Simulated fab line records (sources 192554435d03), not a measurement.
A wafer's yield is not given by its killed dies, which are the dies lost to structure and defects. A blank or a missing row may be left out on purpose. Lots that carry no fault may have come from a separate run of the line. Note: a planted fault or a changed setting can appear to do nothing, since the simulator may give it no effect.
fab line records	flow n5_finfet
record: lots: 24	wafers: 72	last_day: 18
route steps=1938 shown BEOL_M4@1072
lots with no fault: from the same line, run without faults
start_h: start of the lot's first displayed wafer, in hours after the record's first day	wait_h: how many hours have passed since the lot's step before this one	" unchanged from the row above	L1.1+2: a single row standing in for several wafers	- no value, or no start was given	* or withheld: withheld	< > ~ a bound
route shown NAME@n: names a module that has steps shown in the file, with the first one's number in the route	usual: mean and standard deviation over wafers with no fault	same: alike in all rows	chamber/n: place in a boat	sites: the reading at each site	_std_site: their standard deviation	_edge_site: outer sites' mean less inner sites'	radius_mm: how far each site lies from the wafer's centre	mask NAME#n: copy n	behind: the tool/chamber that last shaped the wafer	hold: cause of the lot's hold/its duration in hours/its outcome	device: which transistor (n, p or np) failed to switch	end of line: the same wafers' tests at the end of the route	where a step has no rows: the recipe by itself	killed: dies that structure and defects cost at the first sort, which is not the same as the wafer's yield	map: the dies of a wafer, with x for killed, . for not killed, _ for no die there
set.NAME: the setting that was run; set.NAME@STEP: the one run at that earlier step	model.NAME: the simulator's own value behind a step, which no gauge read
steps of the route over a sample of lots; a table a step, a row a wafer
services: the hour from which a tool's chamber was out of use, counted from the record's first day as start_h (under 0 if before that day), plus the number of hours and why
== steps ==
step: N5_BEOL_M4_STRIP_97
recipe: chemistry: N2/H2	time_s: 10	power_w: 450	temp_c: 40	pressure_mtorr: 20	rf_frequency_hz: 6e+07	bias_power_w: 7	n2_flow_sccm: 200	h2_flow_sccm: 200
usual: drypump_motor_current_A: 5.9/0.36	oes_product_au: 0.83/0.095	rf_vpp_V: 59.3/0.91	showerhead_plenum_p_Torr: 2.55/0.12	throttle_valve_pct: 23.6/0.3
lot.wafer	tool	chamber	start_h	wait_h	drypump_motor_current_A	oes_product_au	rf_hours_counter_h	rf_vpp_V	showerhead_plenum_p_Torr	throttle_valve_pct
L074.3	rie_diel-03	1	-	-	5.9	0.98	3	58.0	2.61	24.0
L074.4	"	0	"	"	5.5	0.70	218	59.3	2.51	23.5
L074.5	"	3	"	"	6.1	0.78	-	61.2	2.67	23.7
L075.1	rie_diel-03	3	-	-	6.2	0.77	118	59.0	2.66	23.7
L075.2	"	0	"	"	5.6	0.70	227	60.1	2.51	23.5
L075.5	"	1	"	"	5.9	0.95	-	59.2	2.60	24.0
L076.2	rie_diel-03	0	-	-	5.6	0.69	229	59.0	2.51	23.5
L076.3	"	1	"	"	5.9	0.94	13	60.2	2.60	24.0
L076.4	"	3	"	"	6.2	0.77	120	61.0	2.66	23.7
L077.1	rie_diel-06	0	-	-	5.8	0.81	112	58.5	2.45	23.5
L077.3	"	2	"	"	6.3	0.98	9	58.9	2.50	23.5
L077.4	"	3	"	"	6.4	0.90	22	58.3	2.50	23.6
L078.1	rie_diel-05	2	-	-	5.4	0.95	9	60.0	2.71	23.4
L078.2	"	0	"	"	5.3	0.71	225	58.7	2.40	24.2
L078.5	"	1	"	"	6.0	0.68	-	58.3	2.41	23.2
L079.2	rie_diel-05	1	-	-	6.0	0.69	206	59.6	2.41	23.2
L079.4	"	3	"	"	5.8	1.00	1	60.7	2.71	23.1
L079.6	"	1	"	"	6.0	0.69	-	60.3	2.41	23.2
L080.1	rie_diel-06	1	-	-	5.4	0.87	52	59.2	2.69	23.8
L080.2	"	3	"	"	6.5	0.88	30	60.1	2.49	23.6
L080.4	"	0	"	"	5.8	0.79	119	59.3	2.44	23.5
L081.1	rie_diel-03	0	-	-	5.5	0.67	244	58.2	2.50	23.5
L081.3	"	3	"	"	6.1	0.76	125	58.9	2.66	23.8
L081.6	"	0	"	"	5.6	0.68	-	57.1	2.50	23.5
L083.1	rie_diel-05	3	-	-	5.9	0.95	6	58.5	2.71	23.1
L083.3	"	0	"	"	5.3	0.70	233	59.0	2.40	24.2
L083.4	"	2	"	"	5.4	0.93	16	58.6	2.70	23.4
L082.1	rie_diel-06	3	-	-	6.4	0.87	33	59.7	2.49	23.6
L082.3	"	1	"	"	5.4	0.87	55	60.7	2.69	23.8
L082.5	"	0	"	"	5.8	0.80	-	57.3	2.44	23.5
L084.1	rie_diel-06	0	-	-	5.8	0.79	124	60.4	2.44	23.5
L084.3	"	1	"	"	5.3	0.86	57	59.2	2.69	23.8
L084.6	"	1	"	"	5.4	0.87	-	60.8	2.69	23.8
L085.3	rie_diel-03	2	-	-	6.2	0.73	194	58.6	2.32	23.9
L085.4	"	3	"	"	6.2	0.76	131	58.7	2.66	23.8
L085.5	"	3	"	"	6.1	0.77	-	59.4	2.66	23.7
L086.4	rie_diel-06	0	-	-	5.8	0.79	129	59.4	2.44	23.5
L086.5	"	3	"	"	6.5	0.88	-	59.0	2.49	23.6
L086.6	"	2	"	"	6.3	0.92	-	60.0	2.49	23.6
L088.2	rie_diel-06	1	-	-	5.4	0.85	68	59.3	2.68	23.8
L088.4	"	3	"	"	6.4	0.86	44	57.6	2.49	23.6
L088.5	"	2	"	"	6.3	0.92	-	60.3	2.49	23.6
L087.1	rie_diel-06	1	-	-	5.4	0.84	70	61.1	2.68	23.8
L087.2	"	0	"	"	5.8	0.78	138	58.3	2.44	23.5
L087.5	"	2	"	"	6.3	0.91	-	59.1	2.49	23.6
L089.1	rie_diel-03	3	-	-	6.1	0.75	145	59.6	2.65	23.8
L089.5	"	1	"	"	5.9	0.87	-	59.7	2.59	24.1
L089.6	"	3	"	"	6.1	0.75	-	61.2	2.65	23.8
L091.2	rie_diel-03	3	-	-	6.2	0.74	147	59.9	2.65	23.8
L091.3	"	2	"	"	6.2	0.73	206	58.7	2.32	23.9
L091.6	"	1	"	"	5.9	0.87	-	59.3	2.59	24.1
L090.1	rie_diel-05	3	-	-	5.8	0.91	26	59.4	2.70	23.2
L090.2	"	2	"	"	5.4	0.89	36	59.4	2.69	23.4
L090.5	"	3	"	"	5.8	0.91	-	58.3	2.70	23.1
L093.3	rie_diel-03	3	-	-	6.2	0.74	151	59.4	2.65	23.8
L093.5	"	3	"	"	6.1	0.74	-	60.0	2.65	23.8
L093.6	"	0	"	"	5.6	0.97	-	59.6	2.49	23.1
L092.1	rie_diel-05	2	-	-	5.4	0.86	46	59.6	2.69	23.4
L092.3	"	1	"	"	5.9	0.67	241	59.1	2.39	23.3
L092.4	"	0	"	"	5.3	0.97	5	60.5	2.71	23.9
L094.1	rie_diel-03	1	-	-	5.9	0.84	61	59.9	2.58	24.1
L094.2	"	3	"	"	6.1	0.74	154	61.3	2.65	23.8
L094.6	"	0	"	"	5.6	0.95	-	60.8	2.49	23.1
L095.2	rie_diel-03	0	-	-	5.5	0.95	10	59.8	2.49	23.1
L095.3	"	3	"	"	6.1	0.74	155	59.2	2.65	23.8
L095.5	"	0	"	"	5.6	0.97	-	58.6	2.49	23.1
L096.1	rie_diel-05	1	-	-	5.9	0.66	245	58.7	2.39	23.3
L096.2	"	0	"	"	5.3	0.97	9	59.0	2.71	23.9
L096.4	"	2	"	"	5.4	0.86	51	60.0	2.69	23.4
L097.1	rie_diel-05	3	-	-	5.9	0.88	46	60.0	2.69	23.2
L097.4	"	3	"	"	5.8	0.87	-	58.9	2.69	23.2
L097.6	"	2	"	"	5.4	0.86	-	60.1	2.68	23.5
step: N5_BEOL_M4_CD_MEAS_35
recipe: target_cd_nm: 18	target_cd_y_nm: 22.4	polarity: opening
usual: cd_nm: 17.9/0.3
lot.wafer	tool	chamber	start_h	wait_h	cd_nm
L074.3	cd_sem-03	-	163.39	0.0	17.9
L074.4	"	-	"	"	17.8
L074.5	"	-	"	"	17.9
L075.1	cd_sem-01	-	179.83	0.0	18.1
L075.2	"	-	"	"	17.7
L075.5	"	-	"	"	18.5
L076.2	cd_sem-01	-	184.87	0.0	18.0
L076.3	"	-	"	"	17.7
L076.4	"	-	"	"	17.7
L077.1	cd_sem-03	-	196.03	0.0	17.3
L077.3	"	-	"	"	18.4
L077.4	"	-	"	"	18.1
L078.1	cd_sem-02	-	199.67	0.0	18.0
L078.2	"	-	"	"	18.3
L078.5	"	-	"	"	18.2
L079.2	cd_sem-02	-	207.23	0.0	17.9
L079.4	"	-	"	"	17.4
L079.6	"	-	"	"	18.0
L080.1	cd_sem-02	-	217.94	0.0	17.6
L080.2	"	-	"	"	17.9
L080.4	"	-	"	"	17.9
L081.1	cd_sem-01	-	220.86	0.0	18.1
L081.3	"	-	"	"	18.1
L081.6	"	-	"	"	18.0
L083.1	cd_sem-03	-	221.94	0.0	18.2
L083.3	"	-	"	"	17.4
L083.4	"	-	"	"	17.7
L082.1	cd_sem-03	-	226.46	0.0	17.8
L082.3	"	-	"	"	17.8
L082.5	"	-	"	"	18.2
L084.1	cd_sem-02	-	231.16	0.0	17.7
L084.3	"	-	"	"	18.0
L084.6	"	-	"	"	17.9
L085.3	cd_sem-01	-	239.45	0.0	17.8
L085.4	"	-	"	"	17.6
L085.5	"	-	"	"	17.5
L086.4	cd_sem-03	-	247.16	0.0	18.0
L086.5	"	-	"	"	17.7
L086.6	"	-	"	"	18.3
L088.2	cd_sem-01	-	264.59	0.0	17.5
L088.4	"	-	"	"	17.3
L088.5	"	-	"	"	17.3
L087.1	cd_sem-02	-	270.55	0.0	17.9
L087.2	"	-	"	"	18.0
L087.5	"	-	"	"	18.0
L089.1	cd_sem-02	-	271.85	0.0	18.1
L089.5	"	-	"	"	18.2
L089.6	"	-	"	"	17.9
L091.2	cd_sem-02	-	274.76	0.0	18.4
L091.3	"	-	"	"	18.4
L091.6	"	-	"	"	18.6
L090.1	cd_sem-03	-	275.00	0.0	18.2
L090.2	"	-	"	"	17.4
L090.5	"	-	"	"	17.3
L093.3	cd_sem-02	-	296.25	0.0	18.3
L093.5	"	-	"	"	17.9
L093.6	"	-	"	"	18.3
L092.1	cd_sem-01	-	300.82	0.0	18.5
L092.3	"	-	"	"	17.7
L092.4	"	-	"	"	17.5
L094.1	cd_sem-01	-	303.80	0.0	18.1
L094.2	"	-	"	"	18.0
L094.6	"	-	"	"	18.7
L095.2	cd_sem-03	-	309.45	0.0	17.7
L095.3	"	-	"	"	18.1
L095.5	"	-	"	"	17.9
L096.1	cd_sem-02	-	312.52	0.0	17.5
L096.2	"	-	"	"	17.9
L096.4	"	-	"	"	17.7
L097.1	cd_sem-01	-	331.61	0.0	18.2
L097.4	"	-	"	"	18.5
L097.6	"	-	"	"	18.0
step: N5_BEOL_M4_PRE_CLEAN_45
recipe: gas: H2/He	time_s: 30	temp_c: 250
usual: heater_power_w: 340/28
lot.wafer	tool	chamber	start_h	wait_h	heater_power_w
L074.3	pvd_sputter-02	-	163.47	0.0	304
L074.4	"	-	"	"	361
L074.5	"	-	"	"	306
L075.1	pvd_sputter-01	-	180.30	0.0	315
L075.2	"	-	"	"	383
L075.5	"	-	"	"	390
L076.2	pvd_sputter-01	-	185.20	0.0	342
L076.3	"	-	"	"	383
L076.4	"	-	"	"	364
L077.1	pvd_sputter-03	-	196.84	0.0	291
L077.3	"	-	"	"	336
L077.4	"	-	"	"	354
L078.1	pvd_sputter-03	-	200.16	0.0	353
L078.2	"	-	"	"	347
L078.5	"	-	"	"	336
L079.2	pvd_sputter-03	-	208.08	0.0	290
L079.4	"	-	"	"	344
L079.6	"	-	"	"	352
L080.1	pvd_sputter-02	-	218.27	0.0	369
L080.2	"	-	"	"	309
L080.4	"	-	"	"	359
L081.1	pvd_sputter-02	-	221.36	0.0	360
L081.3	"	-	"	"	314
L081.6	"	-	"	"	317
L083.1	pvd_sputter-01	-	222.17	0.0	381
L083.3	"	-	"	"	310
L083.4	"	-	"	"	346
L082.1	pvd_sputter-02	-	226.91	0.0	315
L082.3	"	-	"	"	307
L082.5	"	-	"	"	363
L084.1	pvd_sputter-01	-	231.24	0.0	383
L084.3	"	-	"	"	307
L084.6	"	-	"	"	383
L085.3	pvd_sputter-01	-	239.67	0.0	342
L085.4	"	-	"	"	377
L085.5	"	-	"	"	347
L086.4	pvd_sputter-01	-	247.45	0.0	382
L086.5	"	-	"	"	317
L086.6	"	-	"	"	393
L088.2	pvd_sputter-02	-	264.77	0.0	306
L088.4	"	-	"	"	369
L088.5	"	-	"	"	311
L087.1	pvd_sputter-01	-	271.02	0.0	388
L087.2	"	-	"	"	366
L087.5	"	-	"	"	307
L089.1	pvd_sputter-02	-	272.24	0.0	358
L089.5	"	-	"	"	363
L089.6	"	-	"	"	320
L091.2	pvd_sputter-02	-	275.38	0.0	316
L091.3	"	-	"	"	361
L091.6	"	-	"	"	370
L090.1	pvd_sputter-02	-	275.60	0.0	314
L090.2	"	-	"	"	309
L090.5	"	-	"	"	322
L093.3	pvd_sputter-03	-	296.38	0.0	340
L093.5	"	-	"	"	291
L093.6	"	-	"	"	333
L092.1	pvd_sputter-03	-	301.31	0.0	345
L092.3	"	-	"	"	294
L092.4	"	-	"	"	345
L094.1	pvd_sputter-02	-	304.01	0.0	317
L094.2	"	-	"	"	353
L094.6	"	-	"	"	312
L095.2	pvd_sputter-01	-	309.72	0.0	379
L095.3	"	-	"	"	316
L095.5	"	-	"	"	379
L096.1	pvd_sputter-02	-	312.89	0.0	362
L096.2	"	-	"	"	310
L096.4	"	-	"	"	356
L097.1	pvd_sputter-02	-	331.83	0.0	305
L097.4	"	-	"	"	307
L097.6	"	-	"	"	359
step: N5_BEOL_M4_ALD_84
recipe: material: TaN	target_thk_a: *	temp_c: 275	ald_precursor_family: PDMAT	ald_co_reactant: NH3	pressure_torr: 3	carrier_flow_sccm: 1500	pulse_time_s: 2	purge_time_s: 3	co_reactant_purge_time_s: 2	co_reactant_pulse_time_s: 3	ald_cycles: 30	precursor_vessel_temp_c: 75	precursor_vessel_pressure_torr: 26.25	precursor_vessel_carrier_sccm: 1000
usual: heater_power_w: 433/41	precursor_vessel_carrier_sccm: 1000.2/2.9	precursor_vessel_pressure_torr: 26.25/0.057
same: co_reactant_pulse_time_s: 3
lot.wafer	tool	chamber	start_h	wait_h	heater_power_w	precursor_vessel_carrier_sccm	precursor_vessel_pressure_torr
L074.3	ald_metal-04	2	163.77	0.3	398	998.4	26.21
L074.4	"	0	"	"	368	999.8	26.29
L074.5	"	3	"	"	451	1001.8	26.27
L075.1	ald_metal-02	2	180.37	0.0	414	1001.1	26.21
L075.2	"	0	"	"	466	1000.5	26.16
L075.5	"	0	"	"	457	998.4	26.31
L076.2	ald_metal-01	1	185.27	0.1	439	1001.6	26.27
L076.3	"	3	"	"	453	1002.4	26.26
L076.4	"	2	"	"	511	1000.7	26.23
L077.1	ald_metal-01	2	196.90	0.0	524	1000.5	26.19
L077.3	"	3	"	"	455	996.0	26.22
L077.4	"	0	"	"	438	998.8	26.25
L078.1	ald_metal-01	2	200.22	0.0	535	999.8	26.19
L078.2	"	0	"	"	439	998.0	26.34
L078.5	"	2	"	"	528	1004.3	26.42
L079.2	ald_metal-02	3	208.14	0.0	383	1001.3	26.27
L079.4	"	1	"	"	427	1005.4	26.19
L079.6	"	1	"	"	423	1006.6	26.26
L080.1	ald_metal-02	0	218.33	0.0	451	1001.3	26.22
L080.2	"	3	"	"	379	998.4	26.25
L080.4	"	1	"	"	426	1002.2	26.26
L081.1	ald_metal-02	3	221.48	0.1	379	998.4	26.22
L081.3	"	2	"	"	429	995.9	26.26
L081.6	"	0	"	"	463	1002.7	26.20
L083.1	ald_metal-04	3	222.27	0.1	453	999.9	26.32
L083.3	"	2	"	"	389	1002.2	26.29
L083.4	"	1	"	"	406	999.0	26.21
L082.1	ald_metal-02	2	227.05	0.1	435	997.0	26.27
L082.3	"	1	"	"	432	998.7	26.26
L082.5	"	1	"	"	414	1003.3	26.24
L084.1	ald_metal-01	3	231.44	0.2	450	996.1	26.29
L084.3	"	1	"	"	444	1001.3	26.17
L084.6	"	2	"	"	516	1000.1	26.26
L085.3	ald_metal-02	0	239.75	0.1	457	999.9	26.21
L085.4	"	1	"	"	415	999.7	26.25
L085.5	"	2	"	"	423	1003.4	26.24
L086.4	ald_metal-02	2	247.54	0.1	428	1002.7	26.24
L086.5	"	2	"	"	436	999.8	26.21
L086.6	"	1	"	"	421	1001.3	26.28
L088.2	ald_metal-01	1	264.87	0.1	445	996.5	26.23
L088.4	"	0	"	"	443	1001.0	26.24
L088.5	"	3	"	"	456	1005.3	26.18
L087.1	ald_metal-01	2	271.08	0.0	528	1004.4	26.16
L087.2	"	3	"	"	452	1005.0	26.23
L087.5	"	1	"	"	443	1002.3	26.24
L089.1	ald_metal-02	0	272.32	0.1	460	1002.0	26.18
L089.5	"	0	"	"	454	1001.7	26.26
L089.6	"	3	"	"	384	998.9	26.16
L091.2	ald_metal-02	1	275.67	0.3	436	997.7	26.32
L091.3	"	3	"	"	383	1000.0	26.29
L091.6	"	3	"	"	375	999.7	26.23
L090.1	ald_metal-04	3	275.80	0.2	459	1008.5	26.25
L090.2	"	2	"	"	391	992.5	26.29
L090.5	"	1	"	"	398	995.5	26.23
L093.3	ald_metal-01	2	296.44	0.0	526	997.2	26.34
L093.5	"	0	"	"	423	998.8	26.37
L093.6	"	1	"	"	458	1004.6	26.29
L092.1	ald_metal-04	0	301.37	0.0	365	1000.1	26.30
L092.3	"	1	"	"	404	1003.0	26.31
L092.4	"	2	"	"	391	997.0	26.32
L094.1	ald_metal-02	0	304.09	0.1	450	1006.3	26.29
L094.2	"	1	"	"	416	1001.4	26.21
L094.6	"	2	"	"	417	1001.7	26.36
L095.2	ald_metal-02	2	309.78	0.0	422	996.4	26.26
L095.3	"	0	"	"	447	1001.5	26.27
L095.5	"	0	"	"	447	998.9	26.21
L096.1	ald_metal-02	0	312.95	0.0	459	997.9	26.23
L096.2	"	2	"	"	421	997.1	26.23
L096.4	"	3	"	"	377	1002.3	26.30
L097.1	ald_metal-01	1	331.89	0.0	439	999.6	26.26
L097.4	"	2	"	"	521	997.0	26.16
L097.6	"	2	"	"	510	1000.4	26.24
step: N5_BEOL_M4_SPUTTER_88
recipe: material: Cu	target_thk_a: 45	temp_c: -20	chamber_pressure_pa: 0.07	power_w: withheld	time_s: 8.29
usual: throttle_valve_pct: 29.8/1.4
lot.wafer	tool	chamber	start_h	wait_h	throttle_valve_pct
L074.3	pvd_sputter-01	-	166.56	0.1	31.4
L074.4	"	-	"	"	27.2
L074.5	"	-	"	"	31.3
L075.1	pvd_sputter-01	-	181.80	0.1	31.5
L075.2	"	-	"	"	27.4
L075.5	"	-	"	"	27.3
L076.2	pvd_sputter-03	-	188.12	0.1	29.2
L076.3	"	-	"	"	28.8
L076.4	"	-	"	"	28.8
L077.1	pvd_sputter-03	-	198.34	0.1	29.4
L077.3	"	-	"	"	28.7
L077.4	"	-	"	"	31.7
L078.1	pvd_sputter-03	-	201.82	0.1	29.4
L078.2	"	-	"	"	32.0
L078.5	"	-	"	"	28.9
L079.2	pvd_sputter-03	-	209.48	0.1	29.5
L079.4	"	-	"	"	28.9
L079.6	"	-	"	"	29.0
L080.1	pvd_sputter-03	-	219.86	0.1	29.6
L080.2	"	-	"	"	28.8
L080.4	"	-	"	"	31.8
L081.1	pvd_sputter-02	-	223.17	0.1	30.5
L081.3	"	-	"	"	29.8
L081.6	"	-	"	"	30.2
L083.1	pvd_sputter-02	-	225.11	0.1	30.2
L083.3	"	-	"	"	32.2
L083.4	"	-	"	"	30.3
L082.1	pvd_sputter-01	-	229.54	0.1	28.4
L082.3	"	-	"	"	31.2
L082.5	"	-	"	"	27.4
L084.1	pvd_sputter-01	-	234.47	0.1	31.2
L084.3	"	-	"	"	28.3
L084.6	"	-	"	"	31.4
L085.3	pvd_sputter-01	-	241.31	0.1	27.8
L085.4	"	-	"	"	31.0
L085.5	"	-	"	"	29.1
L086.4	pvd_sputter-02	-	249.16	0.1	32.3
L086.5	"	-	"	"	32.0
L086.6	"	-	"	"	30.4
L088.2	pvd_sputter-02	-	266.44	0.1	30.1
L088.4	"	-	"	"	32.0
L088.5	"	-	"	"	30.0
L087.1	pvd_sputter-01	-	272.46	0.1	31.2
L087.2	"	-	"	"	29.2
L087.5	"	-	"	"	27.6
L089.1	pvd_sputter-03	-	274.02	0.1	28.9
L089.5	"	-	"	"	28.9
L089.6	"	-	"	"	32.2
L091.2	pvd_sputter-02	-	277.18	0.1	30.3
L091.3	"	-	"	"	29.9
L091.6	"	-	"	"	29.9
L090.1	pvd_sputter-03	-	277.94	0.1	29.0
L090.2	"	-	"	"	29.4
L090.5	"	-	"	"	32.1
L093.3	pvd_sputter-01	-	300.41	0.1	27.6
L093.5	"	-	"	"	27.4
L093.6	"	-	"	"	29.1
L092.1	pvd_sputter-01	-	302.73	0.1	29.1
L092.3	"	-	"	"	27.5
L092.4	"	-	"	"	28.4
L094.1	pvd_sputter-03	-	307.21	0.1	29.3
L094.2	"	-	"	"	28.8
L094.6	"	-	"	"	29.5
L095.2	pvd_sputter-02	-	311.19	0.1	29.6
L095.3	"	-	"	"	29.8
L095.5	"	-	"	"	30.3
L096.1	pvd_sputter-03	-	314.48	0.1	28.8
L096.2	"	-	"	"	31.8
L096.4	"	-	"	"	29.2
L097.1	pvd_sputter-02	-	333.72	0.1	29.8
L097.4	"	-	"	"	32.2
L097.6	"	-	"	"	30.6
step: N5_BEOL_M4_ANNEAL_93
recipe: temp_c: 400	time_s: 240	ambient: vacuum
usual: heater_power_w: 848/66
lot.wafer	tool	chamber	start_h	wait_h	heater_power_w
L074.3	pvd_sputter-01	-	167.08	0.0	882
L074.4	"	-	"	"	885
L074.5	"	-	"	"	859
L075.1	pvd_sputter-01	-	182.32	0.0	846
L075.2	"	-	"	"	888
L075.5	"	-	"	"	903
L076.2	pvd_sputter-03	-	192.49	0.0	732
L076.3	"	-	"	"	851
L076.4	"	-	"	"	860
L077.1	pvd_sputter-03	-	198.86	0.0	735
L077.3	"	-	"	"	849
L077.4	"	-	"	"	887
L078.1	pvd_sputter-03	-	202.34	0.0	716
L078.2	"	-	"	"	884
L078.5	"	-	"	"	831
L079.2	pvd_sputter-03	-	210.00	0.0	736
L079.4	"	-	"	"	854
L079.6	"	-	"	"	837
L080.1	pvd_sputter-03	-	220.38	0.0	713
L080.2	"	-	"	"	834
L080.4	"	-	"	"	908
L081.1	pvd_sputter-02	-	223.69	0.0	912
L081.3	"	-	"	"	773
L081.6	"	-	"	"	881
L083.1	pvd_sputter-02	-	225.63	0.0	911
L083.3	"	-	"	"	804
L083.4	"	-	"	"	886
L082.1	pvd_sputter-01	-	230.06	0.0	952
L082.3	"	-	"	"	877
L082.5	"	-	"	"	884
L084.1	pvd_sputter-01	-	234.99	0.0	852
L084.3	"	-	"	"	978
L084.6	"	-	"	"	866
L085.3	pvd_sputter-01	-	241.83	0.0	954
L085.4	"	-	"	"	856
L085.5	"	-	"	"	784
L086.4	pvd_sputter-02	-	249.68	0.0	787
L086.5	"	-	"	"	761
L086.6	"	-	"	"	886
L088.2	pvd_sputter-02	-	266.96	0.0	774
L088.4	"	-	"	"	775
L088.5	"	-	"	"	774
L087.1	pvd_sputter-01	-	272.98	0.0	845
L087.2	"	-	"	"	764
L087.5	"	-	"	"	904
L089.1	pvd_sputter-03	-	274.54	0.0	839
L089.5	"	-	"	"	826
L089.6	"	-	"	"	872
L091.2	pvd_sputter-02	-	277.70	0.0	901
L091.3	"	-	"	"	777
L091.6	"	-	"	"	781
L090.1	pvd_sputter-03	-	278.46	0.0	840
L090.2	"	-	"	"	720
L090.5	"	-	"	"	874
L093.3	pvd_sputter-01	-	300.93	0.0	927
L093.5	"	-	"	"	917
L093.6	"	-	"	"	774
L092.1	pvd_sputter-01	-	303.25	0.0	764
L092.3	"	-	"	"	894
L092.4	"	-	"	"	956
L094.1	pvd_sputter-03	-	307.73	0.0	731
L094.2	"	-	"	"	836
L094.6	"	-	"	"	743
L095.2	pvd_sputter-02	-	311.71	0.0	767
L095.3	"	-	"	"	903
L095.5	"	-	"	"	893
L096.1	pvd_sputter-03	-	315.00	0.0	875
L096.2	"	-	"	"	900
L096.4	"	-	"	"	713
L097.1	pvd_sputter-02	-	334.24	0.0	777
L097.4	"	-	"	"	784
L097.6	"	-	"	"	892
== services ==
tool	chamber	start_h	hours	kind
ald_metal-04	0	140.80	8.0	repair
rie_diel-03	1	141.03	-	clean
rie_diel-03	1	141.03	-	consumable_replace:focus_ring
rie_diel-03	1	141.03	15.4	scheduled_down
rie_diel-03	1	141.03	15.4	vent_cycle
rie_diel-05	-	143.02	12.1	repair
pvd_sputter-01	-	147.86	3.0	repair
rie_diel-03	0	160.20	1.9	repair
rie_diel-05	2	178.77	4.2	repair
ald_metal-04	0	179.39	16.4	repair
ald_metal-04	-	187.95	1.2	pm
ald_metal-02	-	189.88	0.6	repair
ald_metal-04	-	211.64	0.9	repair
pvd_sputter-03	-	229.48	0.6	repair
rie_diel-06	3	240.11	5.5	repair
ald_metal-04	3	242.19	5.7	repair
rie_diel-03	0	255.88	1.4	repair
rie_diel-03	0	257.35	-	clean
rie_diel-03	0	257.35	-	consumable_replace:focus_ring
rie_diel-03	0	257.35	21.2	scheduled_down
rie_diel-05	-	259.04	0.4	repair
rie_diel-03	2	267.03	4.8	repair
rie_diel-03	3	284.01	8.3	repair
ald_metal-01	0	288.52	4.5	repair
== key ==
fault none
